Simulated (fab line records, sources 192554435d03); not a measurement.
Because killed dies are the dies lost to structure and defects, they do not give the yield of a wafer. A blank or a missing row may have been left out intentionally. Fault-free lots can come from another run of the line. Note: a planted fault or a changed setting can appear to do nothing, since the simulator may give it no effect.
fab line records	flow n5_finfet
record: lots: 6	wafers: 18	last_day: 17
route steps=1938 shown TV_LITHO@1884 TV_OPEN@1887 PAD_METAL@1893 PASSIVATION@1897
lots with no fault: from the same line, run without faults
start_h: the number of hours between the record's first day and the start of the first shown wafer of the lot	wait_h: hours elapsed since this lot's preceding step	" identical to the entry in the row above	L1.1+2: several wafers, shown together as one row	- no value present, or no start provided	* or withheld: withheld	< > ~ a bound
route shown NAME@n: a module of which the file shows steps, and the number in the route of the first	usual: mean/standard deviation of fault-free wafers	same: alike in all rows	chamber/n: place in a boat	sites: the reading at each site	_std_site: the standard deviation of these	_edge_site: outer sites' mean less inner sites'	radius_mm: how far each site lies from the wafer's centre	mask NAME#n: copy n	behind: the most recent tool/chamber to have shaped the wafer	hold: why the lot went on hold/how many hours it stayed there/how the hold came to an end	device: the transistor (n, p or np) that didn't switch	end of line: the same wafers' tests at the end of the route	a step given without rows: its recipe and nothing more	killed: count of dies lost to structure and defects at first sort (not the wafer's yield)	map: per-die view of a wafer (x killed, . not killed, _ where there is no die)
set.NAME: the run value of the setting; set.NAME@STEP: its run value at that earlier step	model.NAME: the simulator's own value behind a step, which no gauge read
lots seen at some steps along the route; tables by step, rows by wafer
services: a tool's chamber out of use, with start hour (start_h, from the record's first day; less than 0 if before it), hours out, and reason
== steps ==
step: N5_PASSIVATION_OVL_MEAS_60
recipe: points_per_wafer: 44
usual: TV_OVL: -4/4.7
lot.wafer	tool	chamber	start_h	wait_h	TV_OVL[nm]
L297.1	overlay-02	0	273.99	0.0	-8
L297.3	"	0	"	"	-5
L297.5	"	0	"	"	-16
L304.3	overlay-01	0	307.87	0.0	3
L304.5	"	0	"	"	1
L304.6	"	0	"	"	-1
L307.3	overlay-02	0	328.82	0.0	-7
L307.5	"	0	"	"	-3
L307.6	"	0	"	"	-9
L308.1	overlay-01	0	338.86	0.0	-4
L308.3	"	0	"	"	-1
L308.4	"	0	"	"	-2
L312.1	overlay-02	0	355.14	0.0	-2
L312.2	"	0	"	"	-6
L312.3	"	0	"	"	-2
L318.2	overlay-01	0	396.86	0.0	-4
L318.3	"	0	"	"	-9
L318.6	"	0	"	"	-1
step: N5_PASSIVATION_INSPECT_61
recipe: mode: adi	inspect_instrument: macro
usual: raw_defect_count: 2.1/1.4
lot.wafer	tool	chamber	start_h	wait_h	raw_defect_count
L297.1	defect_inspect-01	-	274.01	0.0	3
L297.3	"	-	"	"	3
L297.5	"	-	"	"	1
L304.3	defect_inspect-02	-	307.90	0.0	2
L304.5	"	-	"	"	0
L304.6	"	-	"	"	3
L307.3	defect_inspect-02	-	328.85	0.0	1
L307.5	"	-	"	"	3
L307.6	"	-	"	"	2
L308.1	defect_inspect-01	-	338.88	0.0	2
L308.3	"	-	"	"	1
L308.4	"	-	"	"	2
L312.1	defect_inspect-02	-	355.17	0.0	1
L312.2	"	-	"	"	2
L312.3	"	-	"	"	0
L318.2	defect_inspect-02	-	396.89	0.0	0
L318.3	"	-	"	"	3
L318.6	"	-	"	"	0
step: N5_PASSIVATION_DESCUM_12
recipe: chemistry: O2	time_s: 7.9	source_power_w: 50	bias_power_w: 20	pressure_mtorr: 20	rf_frequency_hz: 2.712e+07	temp_c: 40	o2_flow_sccm: 225
usual: bias_power_w: 20.01/0.056	drypump_motor_current_A: 5.6/0.62	oes_product_au: 0.78/0.088	rf_vpp_V: 242.6/1.7	showerhead_plenum_p_Torr: 2.06/0.091	throttle_valve_pct: 20.38/0.19
lot.wafer	tool	chamber	start_h	wait_h	bias_power_w	drypump_motor_current_A	oes_product_au	rf_hours_counter_h	rf_vpp_V	showerhead_plenum_p_Torr	throttle_valve_pct
L297.1	rie_diel-03	3	274.07	0.1	19.99	5.2	0.74	154	241.0	1.92	20.24
L297.3	"	2	"	"	20.03	5.2	0.72	176	244.5	2.18	20.37
L297.5	"	1	"	"	20.01	5.5	0.72	-	243.5	2.16	20.34
L304.3	rie_diel-01	0	307.93	0.0	20.00	6.0	0.92	29	244.7	2.14	20.38
L304.5	"	3	"	"	19.97	4.9	0.88	-	243.9	2.13	20.03
L304.6	"	2	"	"	20.02	6.4	0.72	-	246.1	2.15	20.74
L307.3	rie_diel-01	0	329.02	0.2	19.96	6.0	0.91	35	244.5	2.14	20.37
L307.5	"	3	"	"	20.07	4.9	0.87	-	243.1	2.13	20.04
L307.6	"	0	"	"	19.98	6.0	0.91	-	245.4	2.14	20.36
L308.1	rie_diel-05	1	338.92	0.0	20.03	6.0	0.88	40	243.3	2.05	20.43
L308.3	"	2	"	"	20.02	6.2	0.69	223	241.9	1.99	20.70
L308.4	"	3	"	"	20.06	6.8	0.73	194	241.0	1.98	20.46
L312.1	rie_diel-03	1	355.20	0.0	20.10	5.4	0.71	228	244.9	2.15	20.38
L312.2	"	2	"	"	19.93	5.2	0.71	202	244.6	2.17	20.40
L312.3	"	0	"	"	20.13	5.4	0.92	25	244.5	2.15	20.14
L318.2	rie_diel-03	3	396.92	0.0	20.02	5.2	0.70	197	241.2	1.90	20.30
L318.3	"	1	"	"	20.04	5.4	0.69	242	244.7	2.15	20.40
L318.6	"	0	"	"	20.06	5.4	0.90	-	243.0	2.14	20.16
step: N5_PASSIVATION_PASS_ETCH_74
recipe: chemistry: CF4/O2	target: SiNx	target_depth_a: 2200	time_s: 110	ion_energy_ev: 100	pressure_mtorr: 40	source_w: 535	bias_w: 49	Ar_flow_sccm: 100	cf4_flow_sccm: 100	O2_flow_sccm: 10
usual: drypump_motor_current_A: 5.6/0.62	oes_product_au: 0.78/0.09	rf_vpp_V: 239.6/2.3	showerhead_plenum_p_Torr: 2.18/0.087	throttle_valve_pct: 15.95/0.19
lot.wafer	tool	chamber	start_h	wait_h	drypump_motor_current_A	oes_product_au	rf_hours_counter_h	rf_vpp_V	showerhead_plenum_p_Torr	throttle_valve_pct
L297.1	rie_diel-03	3	274.13	0.0	5.2	0.74	154	240.2	2.04	15.91
L297.3	"	2	"	"	5.1	0.74	176	239.3	2.27	15.94
L297.5	"	1	"	"	5.4	0.73	-	241.5	2.27	15.92
L304.3	rie_diel-01	0	308.00	0.0	6.0	0.94	29	240.1	2.24	15.82
L304.5	"	3	"	"	4.8	0.87	-	240.7	2.25	15.64
L304.6	"	2	"	"	6.4	0.73	-	238.6	2.26	16.38
L307.3	rie_diel-01	0	329.09	0.0	6.0	0.93	35	241.1	2.24	15.82
L307.5	"	3	"	"	4.9	0.87	-	238.7	2.25	15.69
L307.6	"	0	"	"	6.0	0.93	-	240.3	2.24	15.82
L308.1	rie_diel-05	1	338.99	0.0	6.0	0.87	40	243.6	2.15	15.89
L308.3	"	2	"	"	6.2	0.68	223	237.5	2.09	16.21
L308.4	"	3	"	"	6.8	0.73	194	235.7	2.11	16.13
L312.1	rie_diel-03	1	355.27	0.0	5.4	0.69	228	242.7	2.26	15.96
L312.2	"	2	"	"	5.2	0.71	203	240.5	2.27	15.98
L312.3	"	0	"	"	5.4	0.93	25	243.7	2.25	15.58
L318.2	rie_diel-03	3	396.99	0.0	5.2	0.71	197	239.0	2.03	15.98
L318.3	"	1	"	"	5.4	0.70	242	243.3	2.26	16.01
L318.6	"	0	"	"	5.3	0.91	-	241.7	2.25	15.61
step: N5_PASSIVATION_VIA_ETCH_13
recipe: chemistry: CHF3/O2	target: SiO2	target_depth_a: 6600	CHF3_flow_sccm: 50	O2_flow_sccm: 5	Ar_flow_sccm: 200	time_s: 330	mask_material: PR	pressure_mtorr: 30	source_w: 650	bias_w: 170	ion_energy_ev: 200	ends: cleared
step: N5_PASSIVATION_STRIP_14
recipe: chemistry: O2	power_w: 600	temp_c: 60	pressure_mtorr: 30	rf_frequency_hz: 6e+07	bias_power_w: 0	overash_fraction: 0.5	o2_flow_sccm: 225
usual: drypump_motor_current_A: 5.6/0.63	oes_product_au: 0.78/0.088	rf_vpp_V: 3.6/0.91	showerhead_plenum_p_Torr: 2.07/0.091	throttle_valve_pct: 16.63/0.2
same: bias_power_w: 0
lot.wafer	tool	chamber	start_h	wait_h	drypump_motor_current_A	oes_product_au	rf_hours_counter_h	rf_vpp_V	showerhead_plenum_p_Torr	throttle_valve_pct
L297.1	rie_diel-03	3	274.42	0.1	5.2	0.75	155	2.0	1.92	16.51
L297.3	"	2	"	"	5.1	0.72	177	3.1	2.18	16.68
L297.5	"	1	"	"	5.4	0.72	-	2.3	2.17	16.65
L304.3	rie_diel-01	0	308.29	0.1	6.0	0.92	29	2.4	2.14	16.53
L304.5	"	3	"	"	4.9	0.89	-	4.4	2.13	16.30
L304.6	"	2	"	"	6.4	0.71	-	4.3	2.15	17.04
L307.3	rie_diel-01	0	329.37	0.1	6.0	0.91	35	6.1	2.14	16.57
L307.5	"	3	"	"	4.9	0.87	-	4.1	2.13	16.28
L307.6	"	0	"	"	6.0	0.90	-	3.6	2.14	16.57
L308.1	rie_diel-05	1	339.28	0.1	6.0	0.88	40	3.1	2.05	16.61
L308.3	"	2	"	"	6.2	0.69	223	3.4	2.00	16.97
L308.4	"	3	"	"	6.8	0.73	194	3.9	1.99	16.74
L312.1	rie_diel-03	1	355.56	0.1	5.4	0.71	228	4.9	2.16	16.66
L312.2	"	2	"	"	5.2	0.71	203	3.5	2.17	16.68
L312.3	"	0	"	"	5.4	0.93	25	4.7	2.15	16.32
L318.2	rie_diel-03	3	397.28	0.1	5.2	0.71	197	5.1	1.91	16.61
L318.3	"	1	"	"	5.4	0.71	243	2.4	2.15	16.74
L318.6	"	0	"	"	5.3	0.91	-	4.1	2.15	16.30
step: N5_PASSIVATION_ETCH_15
recipe: chemistry: CF4/N2	target: SiCN	target_depth_a: 750	taper_deg: 2	time_s: 81.2	ion_energy_ev: 150	mask_material: SiNx	pressure_mtorr: 40	source_w: 430	bias_w: 70	Ar_flow_sccm: 100	cf4_flow_sccm: 60	n2_flow_sccm: 60
step: N5_PASSIVATION_STRIP_73
recipe: chemistry: post_etch_residue_remover	time_s: 60	temp_c: 25	remover_ph: withheld	remover_water_wt_pct: withheld	remover_fluoride_wt_pct: withheld
step: N5_PASSIVATION_SRD_17
recipe: time_s: 30	temp_c: 23	rinse_liquid: diw	dry: n2_spin	spin_rpm: 1500	dry_time_s: 30
step: N5_PASSIVATION_DEGAS_18
recipe: ambient: vacuum	temp_c: 300	time_s: 60
step: N5_PASSIVATION_PRE_CLEAN_19
recipe: gas: H2/He	time_s: *	temp_c: *
usual: heater_power_w: 476/49
lot.wafer	tool	chamber	start_h	wait_h	heater_power_w
L297.1	pvd_sputter-02	-	274.97	0.0	502
L297.3	"	-	"	"	429
L297.5	"	-	"	"	502
L304.3	pvd_sputter-01	-	309.16	0.0	517
L304.5	"	-	"	"	409
L304.6	"	-	"	"	519
L307.3	pvd_sputter-03	-	329.86	0.0	409
L307.5	"	-	"	"	488
L307.6	"	-	"	"	532
L308.1	pvd_sputter-01	-	339.74	0.0	458
L308.3	"	-	"	"	528
L308.4	"	-	"	"	528
L312.1	pvd_sputter-03	-	356.63	0.0	536
L312.2	"	-	"	"	408
L312.3	"	-	"	"	501
L318.2	pvd_sputter-01	-	397.71	0.0	407
L318.3	"	-	"	"	516
L318.6	"	-	"	"	463
step: N5_PASSIVATION_SPUTTER_20
recipe: material: TaN	target_thk_a: 500	temp_c: 25	chamber_pressure_pa: 0.4
step: N5_PASSIVATION_AL_DEP_21
recipe: material: Al	target_thk_a: 28000	temp_c: 400	time_s: 170	power_w: 30000	chamber_pressure_pa: 0.4	gas: Ar
usual: substrate_temp_c: 400.01/0.22	throttle_valve_pct: 29.8/1.3
lot.wafer	tool	chamber	start_h	wait_h	substrate_temp_c	throttle_valve_pct
L297.1	pvd_sputter-02	-	275.11	0.1	399.68	29.5
L297.3	"	-	"	"	400.19	29.7
L297.5	"	-	"	"	399.92	29.3
L304.3	pvd_sputter-01	-	309.30	0.1	400.03	30.2
L304.5	"	-	"	"	400.05	28.2
L304.6	"	-	"	"	399.85	30.3
L307.3	pvd_sputter-03	-	330.00	0.1	399.70	31.9
L307.5	"	-	"	"	399.54	31.3
L307.6	"	-	"	"	399.97	29.7
L308.1	pvd_sputter-01	-	339.88	0.1	399.88	29.1
L308.3	"	-	"	"	400.45	30.2
L308.4	"	-	"	"	400.15	31.3
L312.1	pvd_sputter-03	-	356.77	0.1	400.38	30.2
L312.2	"	-	"	"	399.95	32.3
L312.3	"	-	"	"	400.15	31.0
L318.2	pvd_sputter-01	-	397.85	0.1	399.75	28.4
L318.3	"	-	"	"	399.91	31.2
L318.6	"	-	"	"	400.15	29.2
step: N5_PASSIVATION_HMDS_23
recipe: time_s: 60	temp_c: 120
step: N5_PASSIVATION_COAT_24
recipe: spin_rpm: 3000	resist_thk_nm: withheld
step: N5_PASSIVATION_EBR_26
recipe: solvent: PGMEA	ebr_width_mm: 1.5
step: N5_PASSIVATION_SOFTBAKE_25
recipe: temp_c: 100	time_s: 90
step: N5_PASSIVATION_EXPOSE_27
recipe: mask_id: PAD	na: 0.55	source_shape: conventional	sigma_outer: 0.8	polarization: unpolarized	defocus_nm: 0	dose_mj: 32.3
step: N5_PASSIVATION_PEB_28
recipe: peb_temp_c: withheld	peb_time_s: *
step: N5_PASSIVATION_DEVELOP_29
recipe: develop_time_s: 60	rinse_liquid: diw	dry: air_spin	dev_temp_c: 21
step: N5_PASSIVATION_HARDBAKE_31
recipe: temp_c: 130	time_s: 120
step: N5_PASSIVATION_CD_MEAS_30
recipe: target_cd_nm: 4000	landing_energy_ev: 500	detector: se_inlens	polarity: opening
usual: cd_nm: 3999.5/1.7
lot.wafer	tool	chamber	start_h	wait_h	cd_nm
L297.1	cd_sem-02	0	275.58	-	4000.5
L297.3	"	0	"	"	4001.4
L297.5	"	0	"	"	4000.3
L304.3	cd_sem-02	0	309.90	-	3999.8
L304.5	"	0	"	"	3998.7
L304.6	"	0	"	"	4001.8
L307.3	cd_sem-02	0	330.60	-	4002.2
L307.5	"	0	"	"	4000.9
L307.6	"	0	"	"	4001.5
L308.1	cd_sem-03	0	340.48	-	3997.4
L308.3	"	0	"	"	3998.1
L308.4	"	0	"	"	3997.4
L312.1	cd_sem-03	0	357.24	-	4002.1
L312.2	"	0	"	"	4002.1
L312.3	"	0	"	"	4004.2
L318.2	cd_sem-03	0	398.53	-	3999.8
L318.3	"	0	"	"	3998.4
L318.6	"	0	"	"	3997.5
step: N5_PASSIVATION_OVL_MEAS_63
recipe: points_per_wafer: 44
usual: PAD_OVL: -4/4.9
lot.wafer	tool	chamber	start_h	wait_h	PAD_OVL[nm]
L297.1	overlay-02	0	275.61	0.0	-3
L297.3	"	0	"	"	-5
L297.5	"	0	"	"	-6
L304.3	overlay-02	0	309.92	0.0	-4
L304.5	"	0	"	"	-4
L304.6	"	0	"	"	-5
L307.3	overlay-01	0	330.63	0.0	-4
L307.5	"	0	"	"	-2
L307.6	"	0	"	"	-7
L308.1	overlay-01	0	340.51	0.0	6
L308.3	"	0	"	"	1
L308.4	"	0	"	"	-7
L312.1	overlay-01	0	357.27	0.0	0
L312.2	"	0	"	"	-8
L312.3	"	0	"	"	-7
L318.2	overlay-01	0	398.55	0.0	-7
L318.3	"	0	"	"	-6
L318.6	"	0	"	"	0
step: N5_PASSIVATION_INSPECT_64
recipe: mode: adi	inspect_instrument: macro
usual: raw_defect_count: 2.0/1.4
lot.wafer	tool	chamber	start_h	wait_h	raw_defect_count
L297.1	defect_inspect-02	-	275.63	0.0	3
L297.3	"	-	"	"	2
L297.5	"	-	"	"	1
L304.3	defect_inspect-02	-	309.95	0.0	>300
L304.5	"	-	"	"	>300
L304.6	"	-	"	"	>300
L307.3	defect_inspect-01	-	330.65	0.0	3
L307.5	"	-	"	"	4
L307.6	"	-	"	"	4
L308.1	defect_inspect-02	-	340.53	0.0	>300
L308.3	"	-	"	"	>300
L308.4	"	-	"	"	>300
L312.1	defect_inspect-02	-	357.30	0.0	0
L312.2	"	-	"	"	2
L312.3	"	-	"	"	5
L318.2	defect_inspect-01	-	398.58	0.0	3
L318.3	"	-	"	"	1
L318.6	"	-	"	"	2
step: N5_PASSIVATION_DESCUM_32
recipe: chemistry: O2	time_s: 7.9	source_power_w: 50	bias_power_w: 20	pressure_mtorr: 20	rf_frequency_hz: 2.712e+07	temp_c: 40	o2_flow_sccm: 225
usual: bias_power_w: 20.00/0.053	drypump_motor_current_A: 5.8/0.56	oes_product_au: 0.79/0.072	rf_vpp_V: 242.7/1.3	showerhead_plenum_p_Torr: 2.07/0.062	throttle_valve_pct: 20.45/0.23
lot.wafer	tool	chamber	start_h	wait_h	bias_power_w	drypump_motor_current_A	oes_product_au	rf_hours_counter_h	rf_vpp_V	showerhead_plenum_p_Torr	throttle_valve_pct
L297.1	rie_diel-02	2	275.78	0.1	20.01	6.5	0.80	121	242.8	2.09	20.58
L297.3	"	1	"	"	19.95	5.5	0.68	247	243.9	2.15	20.72
L297.5	"	1	"	"	19.99	5.5	0.68	-	242.8	2.15	20.70
L304.3	rie_diel-06	3	309.98	0.0	19.94	4.9	0.76	141	243.1	2.09	20.57
L304.5	"	0	"	"	20.03	6.8	0.75	-	241.8	1.99	20.10
L304.6	"	1	"	"	20.06	5.7	0.70	-	244.8	2.18	20.93
L307.3	rie_diel-02	1	330.68	0.0	20.05	5.5	0.95	12	244.4	2.14	20.34
L307.5	"	3	"	"	20.04	5.1	0.91	-	242.7	2.05	20.60
L307.6	"	0	"	"	20.05	5.2	0.82	-	241.4	2.03	20.07
L308.1	rie_diel-06	2	340.56	0.0	19.91	6.0	0.68	215	240.4	1.99	20.37
L308.3	"	0	"	"	19.93	6.8	0.74	167	242.5	1.99	20.13
L308.4	"	1	"	"	20.01	5.7	0.70	197	244.3	2.17	20.94
L312.1	rie_diel-04	1	357.36	0.1	19.96	6.0	0.83	65	242.4	2.03	20.42
L312.2	"	0	"	"	20.03	6.5	0.86	53	241.3	2.05	20.38
L312.3	"	2	"	"	20.00	5.9	0.77	135	241.5	2.01	20.59
L318.2	rie_diel-04	2	398.74	0.2	20.01	5.8	0.75	153	241.4	2.01	20.63
L318.3	"	0	"	"	20.02	6.5	0.84	67	243.2	2.04	20.41
L318.6	"	1	"	"	20.07	5.9	0.83	-	240.4	2.03	20.44
step: N5_PASSIVATION_PROBE_49
usual: defect_limited_yield: 91.1/1.3	killed_at_M0_to_M3: 36/10	killed_at_M4_up: 14/4.4	killed_at_contacts: 14/5.7	killed_at_front_end: 39/9.4	killed_at_other: 2.9/2.6	killed_dies: 105/15	killed_open: 70/12	killed_short: 34/7.1	sort_bin_5_function: 5.3/0.77	sort_bin_6_memory: 3.3/0.66	sort_n_pass: 1075/15	sort_yield_pct: 91.1/1.3
same: gross_dies: 1180	killed_at_back_side: 0	sort_bin_4_leakage[%]: 0	sort_bin_8_speed[%]: 0
lot.wafer	tool	chamber	start_h	wait_h	defect_limited_yield[%]	killed_at_M0_to_M3	killed_at_M4_up	killed_at_contacts	killed_at_front_end	killed_at_other	killed_dies	killed_open	killed_short	sort_bin_5_function[%]	sort_bin_6_memory[%]	sort_n_pass	sort_yield_pct[%]
L304.3	prober-02	-	315.34	0.1	80.2	35	9	6	34	150	234	46	38	12.6	4.0	946	80.2
L304.5	prober-02	-	315.44	0.2	88.0	33	6	7	35	61	142	51	33	6.9	3.1	1038	88.0
L304.6	prober-02	-	315.49	0.3	78.1	42	11	18	34	153	258	60	45	12.2	6.1	922	78.1
L307.3	prober-01	-	336.33	0.1	90.9	37	17	19	33	1	107	74	33	5.3	3.4	1073	90.9
L307.5	prober-01	-	336.43	0.2	89.1	23	13	23	67	3	129	92	37	6.4	4.2	1051	89.1
L307.6	prober-01	-	336.48	0.3	91.5	23	19	18	38	2	100	70	29	5.3	3.0	1080	91.5
L308.1	prober-01	-	345.64	0.0	85.7	34	11	7	37	80	169	63	28	7.9	4.0	1011	85.7
L308.3	prober-01	-	345.74	0.1	79.2	41	11	13	34	146	245	59	41	13.0	4.2	935	79.2
L308.4	prober-01	-	345.79	0.2	80.4	37	13	14	27	140	231	62	30	12.3	3.8	949	80.4
killed by level:class
L304.3 PAD_METAL:unspecified=149 BEOL_M0_SAQP:geometric_particle:open=10 BEOL_M0_SAQP:geometric_particle:short=9 FIN_SAQP:geometric_particle:short=8 BEOL_M3:geometric_particle:open=7 BEOL_M4:geometric_particle:open=6 GATE_CUT:geometric_particle:short=6 GATE_CUT:geometric_particle:open=4
L304.5 PAD_METAL:unspecified=57 BEOL_M0_SAQP:geometric_particle:open=11 FIN_SAQP:geometric_particle:short=9 BEOL_M0_SAQP:geometric_particle:short=7 STI_FIN_REVEAL:geometric_particle:open=6 BEOL_M2:geometric_particle:open=6 MOL_CONTACT_COAG:geometric_particle:open=5 STARTING-WAFER:geometric_particle:open=5
L304.6 PAD_METAL:unspecified=152 MOL_CONTACT_COAG:geometric_particle:open=14 FIN_SAQP:geometric_particle:short=13 BEOL_M3:geometric_particle:open=11 BEOL_M0_SAQP:geometric_particle:open=10 BEOL_M0_SAQP:geometric_particle:short=9 GATE_CUT:geometric_particle:short=7 STI_FIN_REVEAL:geometric_particle:open=6
L307.3 MOL_CONTACT_COAG:geometric_particle:open=13 BEOL_M2:geometric_particle:open=12 FIN_SAQP:geometric_particle:open=7 DUMMY_GATE:geometric_particle:open=7 MOL_CONTACT_COAG:geometric_particle:short=6 BEOL_M0_SAQP:geometric_particle:short=5 BEOL_M0_SAQP:geometric_particle:open=5 BEOL_M0:geometric_particle:open=5
L307.5 FIN_SAQP:geometric_particle:open=26 MOL_CONTACT_COAG:geometric_particle:open=17 FIN_SAQP:geometric_particle:short=13 STI_FIN_REVEAL:geometric_particle:open=8 GATE_CUT:geometric_particle:open=7 MOL_CONTACT_COAG:geometric_particle:short=6 BEOL_M0_SAQP:geometric_particle:open=4 BEOL_M1:geometric_particle:open=4
L307.6 MOL_CONTACT_COAG:geometric_particle:open=16 FIN_SAQP:geometric_particle:open=9 STI_FIN_REVEAL:geometric_particle:open=7 FIN_SAQP:geometric_particle:short=6 BEOL_M0_SAQP:geometric_particle:open=6 BEOL_M4:geometric_particle:open=6 GATE_CUT:geometric_particle:short=5 BEOL_M0_SAQP:geometric_particle:short=5
L308.1 PAD_METAL:unspecified=78 STI_FIN_REVEAL:geometric_particle:open=13 BEOL_M2:geometric_particle:open=9 BEOL_M3:geometric_particle:open=9 GATE_CUT:geometric_particle:short=5 MOL_CONTACT_COAG:geometric_particle:open=5 BEOL_M2:geometric_particle:short=5 FIN_SAQP:geometric_particle:open=4
L308.3 PAD_METAL:unspecified=142 FIN_SAQP:geometric_particle:short=9 MOL_CONTACT_COAG:geometric_particle:open=8 BEOL_M0_SAQP:geometric_particle:open=8 BEOL_M0_SAQP:geometric_particle:short=7 BEOL_M1:geometric_particle:open=7 BEOL_M3:geometric_particle:open=7 MOL_CONTACT_COAG:geometric_particle:short=5
L308.4 PAD_METAL:unspecified=137 MOL_CONTACT_COAG:geometric_particle:open=11 BEOL_M3:geometric_particle:open=9 BEOL_M0_SAQP:geometric_particle:short=8 BEOL_M4:geometric_particle:open=8 BEOL_M0_SAQP:geometric_particle:open=7 BEOL_M1:geometric_particle:open=6 FIN_SAQP:geometric_particle:open=4
map L304.6 (x killed, . not)
_________________............________________
______________..x..............._____________
___________..x................x....__________
__________xx....x..x.x...........x.._________
________.......x..x..................._______
_______..x........x............x.......______
______....................x........x...._____
_____............x.x.....x............x..____
____....x........x...x.........x.x......xx___
___..x.....................................__
___..xx.........x...............xx..x......__
__....x....x.........x.................x...._
__...x................x..x......x.....xx...._
_................x.......x..xxx.xxx.....x....
_........x...x.........x.....xxxx.x.....x....
_......x.x......x.........xxxxxxxxxxxx.......
_..x.x..................xx.xxxxxxxxxxxx......
_.x.....x..........x....x.xxxxxxxxxxx.x.....x
_......x..........x...x..xxxxxxxxxxxxxxx.....
_...x..........x.x......x.xxxxxxxxxxxxxx.....
_...x.............x......xxxxxxxxxxxxxxxxx...
__..............xx......xxxxxxxxxxxxxxx....._
__.....................xxxxxxxxxxxxxxxxx...._
___...x........x.xx........xxxxxxxxxxxxx...__
___.........................xxxxx.xx......x__
____x..............x.........xxx..x.x.x...___
_____...........x..x.............xx......____
______...........................xx....._____
_______.....xx......x......x..........x______
________....x.....x..................._______
__________......x..........x...x...._________
___________x..............x...x....__________
______________.xx....x.....x.x.._____________
_________________........x..x________________
map L308.3 (x killed, . not)
_________________...xx.......________________
______________..........x......._____________
___________........................__________
__________x.......................x._________
________.........................xx..._______
_______..x........x....x..............x______
______.......xx........................._____
_____.x.......xx....x...............x...x____
____.x........x...x...x......x............___
___...x...............................x....__
___...x..........x....x.........x....x..x..__
__.........x......................x........._
__.........................xx..............._
_..........................x.xx.x.....x.....x
_....x...............x...x....xxxxxx.........
_.x........x...............xxxxxxxxxxx....x..
_x..............x......x.x.xxxxxxxxxxxx......
_.......x......x..xx.xx..xxxxxxxxxxxxxx......
_.....x................x..xxxxxxxxxxxxxxx....
_..........x.x..........xxxxxxxxxxxxxxxx.....
_......xxx..........x.xx.xxxxxxxxxxxxxxxx..x.
__x...xx...............xx.xxxxxxxxxxxxxx...._
__..................x...xxxxxxxxxxxxx.x....._
___..........x......x.....xxxxxxxxxx..x....__
___xx...........x...........xxxxxxxxx......__
____.............x...x.......x............___
_____.....x..................x.xx.xx.....____
______...........................x.x...._____
_______....x................xx.........______
________x..x..xx..x....x.............._______
__________..............x..........._________
___________.x.................xx...__________
______________x...........x....._____________
_________________.....x......________________
== services ==
tool	chamber	start_h	hours	kind
rie_diel-03	2	251.67	11.3	repair
rie_diel-02	3	252.44	-	clean
rie_diel-02	3	252.44	-	consumable_replace:focus_ring
rie_diel-03	0	263.00	-	clean
rie_diel-03	0	263.00	-	consumable_replace:focus_ring
rie_diel-03	0	263.00	18.7	scheduled_down
rie_diel-03	0	263.00	18.7	vent_cycle
rie_diel-01	2	276.08	10.4	repair
rie_diel-02	1	284.06	-	clean
rie_diel-02	1	284.06	-	consumable_replace:focus_ring
rie_diel-02	1	284.06	13.9	scheduled_down
rie_diel-02	1	284.06	13.9	vent_cycle
rie_diel-03	1	291.76	7.9	repair
rie_diel-04	1	342.58	5.9	repair
pvd_sputter-01	-	347.55	1.5	repair
rie_diel-04	3	353.66	5.1	repair
rie_diel-06	-	360.52	0.5	repair
rie_diel-03	2	364.20	1.3	repair
rie_diel-03	0	374.44	14.3	repair
rie_diel-02	-	374.68	2.8	pm
rie_diel-04	0	379.45	4.8	repair
rie_diel-03	2	387.99	4.9	repair
rie_diel-03	2	395.43	6.0	repair
== key ==
first_sign: step: N5_PASSIVATION_INSPECT_64	reading: raw_defect_count	direction: up	sigmas: 99+	usual: 2.0	struck: >300
effect: step: N5_PASSIVATION_PROBE_49	reading: killed_at_other	direction: up	sigmas: 45	usual: 2.9	struck: 121.7
more_kills_born_at: N5_PASSIVATION_AL_DEP_21@pvd_sputter-01: 715
met_at N5_PASSIVATION_AL_DEP_21
struck_wafers L304.3,L304.5,L304.6,L308.1,L308.3,L308.4
fault: kind: chamber_particle_source	tool: pvd_sputter-01	chamber: -	onset_h: 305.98	steps: N5_PASSIVATION_AL_DEP_21	rate_per_visit_cm2: 1.6746	end_h: 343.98
